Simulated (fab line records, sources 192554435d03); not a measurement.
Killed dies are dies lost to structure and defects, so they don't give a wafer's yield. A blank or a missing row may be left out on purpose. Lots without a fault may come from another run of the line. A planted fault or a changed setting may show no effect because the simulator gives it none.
Chamber matching | flow n5_finfet | N5_PMOS_HMC_CHANNEL_EPI_STRIP_33 on rie_diel-03: 3 sister chambers
The step strips in N2/H2. 14 wafers are shown with their chamber, then 6 later ones without.

WAFERS WITH THEIR CHAMBER
wafer  | chamber | throttle_valve_pct (%) | showerhead_plenum_p_Torr (Torr) | oes_product_au (a.u.)
L079.1 | 3       | 19.7                   | 3.17                            | 0.67
L079.3 | 0       | 18.7                   | 3.39                            | 0.80
L079.5 | 0       | 18.7                   | 3.39                            | 0.81
L082.1 | 0       | 18.7                   | 3.38                            | 0.80
L082.3 | 3       | 19.7                   | 3.17                            | 0.66
L082.5 | 0       | 18.7                   | 3.38                            | 0.80
L085.2 | 2       | 18.4                   | 3.42                            | 0.87
L085.5 | 2       | 18.4                   | 3.42                            | 0.89
L085.6 | 0       | 18.7                   | 3.38                            | 0.78
L086.3 | 2       | 18.3                   | 3.42                            | 0.88
L086.4 | 0       | 18.7                   | 3.38                            | 0.77
L086.5 | 2       | 18.4                   | 3.42                            | 0.88
L088.2 | 3       | 19.7                   | 3.16                            | 0.66
L088.3 | 0       | 18.7                   | 3.37                            | 0.78

SIGNATURES (means of the wafers above)
reading                  | chamber 0 | chamber 2 | chamber 3 | scatter within a chamber
throttle_valve_pct       | 18.700    | 18.375    | 19.700    | 0.0261
showerhead_plenum_p_Torr | 3.3814    | 3.4200    | 3.1667    | 0.00566
oes_product_au           | 0.7914    | 0.8800    | 0.6633    | 0.0119
Rule: a wafer's distance from a chamber is the root of the sum, over the readings, of the square of ((its reading less the chamber's mean) divided by the reading's scatter). The wafer belongs to the nearest chamber; if the next one is less than 2 further off, it can't be placed. The scatter: the root of (the sum of the squares of (reading less its chamber's mean) over the shown wafers, divided by (wafers less chambers)).

WAFERS WITHOUT THEIR CHAMBER
wafer  | throttle_valve_pct (%) | showerhead_plenum_p_Torr (Torr) | oes_product_au (a.u.)
L088.5 | 18.4                   | 3.42                            | 0.88
L090.1 | 19.8                   | 3.16                            | 0.66
L090.2 | 18.7                   | 3.37                            | 0.77
L090.3 | 18.4                   | 3.41                            | 0.87
L097.3 | 18.4                   | 3.41                            | 0.86
L097.6 | 19.3                   | 3.58                            | 0.97

WHICH CHAMBER EACH WENT THROUGH
wafer  | from the rows above     | in truth
L088.5 | 2                       | 2
L090.1 | 3                       | 3
L090.2 | 0                       | 0
L090.3 | 2                       | 2
L097.3 | 2                       | 2
L097.6 | can't be placed: 0 or 2 | 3
Placed correctly: 5 of 6. Can't be placed from these rows: 1 (the true chamber is among the candidates in 0). Placed wrongly: 0.
